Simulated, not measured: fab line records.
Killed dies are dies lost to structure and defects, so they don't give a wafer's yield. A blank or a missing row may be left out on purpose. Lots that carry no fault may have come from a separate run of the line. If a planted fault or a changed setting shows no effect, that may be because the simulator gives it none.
One fault through the eyes of 2 desks -- flow n5 finfet -- each desk has only its own numbers; what lay behind them comes last

AT THE TOOL OWNER'S DESK: litho track-05
The tool's own readings at N5_BEOL_M0_SAQP_COAT_105 (time 60 s, resist thk 100 nm): means of the sampled wafers that have a number, for each lot that ran on this tool. The brackets show how far a lot's mean lies from the usual mean; more than 4 standard deviations puts the lot out of limits, marked OUT.
Columns: A = spin speed rpm at N5_BEOL_M0_SAQP_COAT_105, usual 1500.0 rpm
lot,first seen here,A
L954,day 7 04:01,1501.0
L961,day 8 17:09,1499.1
L963,day 9 07:59,1219.2 (-99 or more) OUT
L964,day 9 09:03,1216.6 (-99 or more) OUT
Finding of this desk: L963, L964 out of limits; the first was L963 at day 9 07:59, on spin speed rpm at N5_BEOL_M0_SAQP_COAT_105. L954, L961: within limits.

FROM THE METROLOGY DESK
What the gauges read, lot by lot, whatever tool the lot ran on: means of the sampled wafers that have a number. The brackets show how far a lot's mean lies from the usual mean; more than 4 standard deviations puts the lot out of limits, marked OUT. It has 10 readings; the 7 that lie furthest out on some lot are the ones shown.
Columns: A = DIBL_N at N5_BEOL_M4_RC_MEAS_101, usual 36.5 mV/V; B = DIBL_P at N5_BEOL_M4_RC_MEAS_101, usual 36.9 mV/V; C = IOFF_N at N5_BEOL_M4_RC_MEAS_101, usual 0.163 nA/um; D = ION_N at N5_BEOL_M4_RC_MEAS_101, usual 673 uA/um; E = SS_N at N5_BEOL_M4_RC_MEAS_101, usual 71.6 mV/dec; F = SS_P at N5_BEOL_M4_RC_MEAS_101, usual 73.4 mV/dec; G = VT_P at N5_BEOL_M4_RC_MEAS_101, usual -250 mV
lot,first seen here,A,B,C,D,E,F,G
L952,day 8 18:02,36.4,37.8,0.167,676,71.4,73.4,-249
L953,day 8 20:10,36.9,35.7,0.163,672,71.8,72.8,-243
L954,day 9 18:32,38.0,39.1,0.177,680,71.8,73.8,-251
L956,day 9 18:59,37.2,37.1,0.172,675,72.3,73.8,-252
L961,day 11 05:37,36.5,36.7,0.163,672,71.3,73.3,-251
L964,day 11 10:32,37.2,38.0,0.187,688,71.5,74.1,-249
L963,day 11 18:47,37.7,38.5,0.179,677,71.4,73.7,-248
L966,day 12 12:41,37.1,39.1,0.185,686,72.0,73.6,-248
L972,day 13 15:49,37.8,36.2,0.193,674,72.1,74.2,-246
L970,day 13 19:39,33.2,33.4,0.122,668,70.2,72.3,-253
Result from this desk: across the 10 lots, nothing is out of limits.

TAKEN TOGETHER
On L963, L964, at day 9 07:59, an alarm was possible from the tool owner's desk.
Metrology desk: nothing out of limits seen.
The metrology desk holds a record of L963, L964, inside its limits.
Every lot named ran N5_BEOL_M0_SAQP_COAT_105 on litho track-05.

WHAT WAS PUT IN BY THE SIMULATOR
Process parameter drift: litho track-05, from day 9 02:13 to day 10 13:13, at N5_BEOL_M0_SAQP_COAT_105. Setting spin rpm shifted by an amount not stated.
Lots struck among those shown: L963, L964.
Time in hours from fault onset to the first out-of-limits reading at each desk: the tool owner's desk, 6.
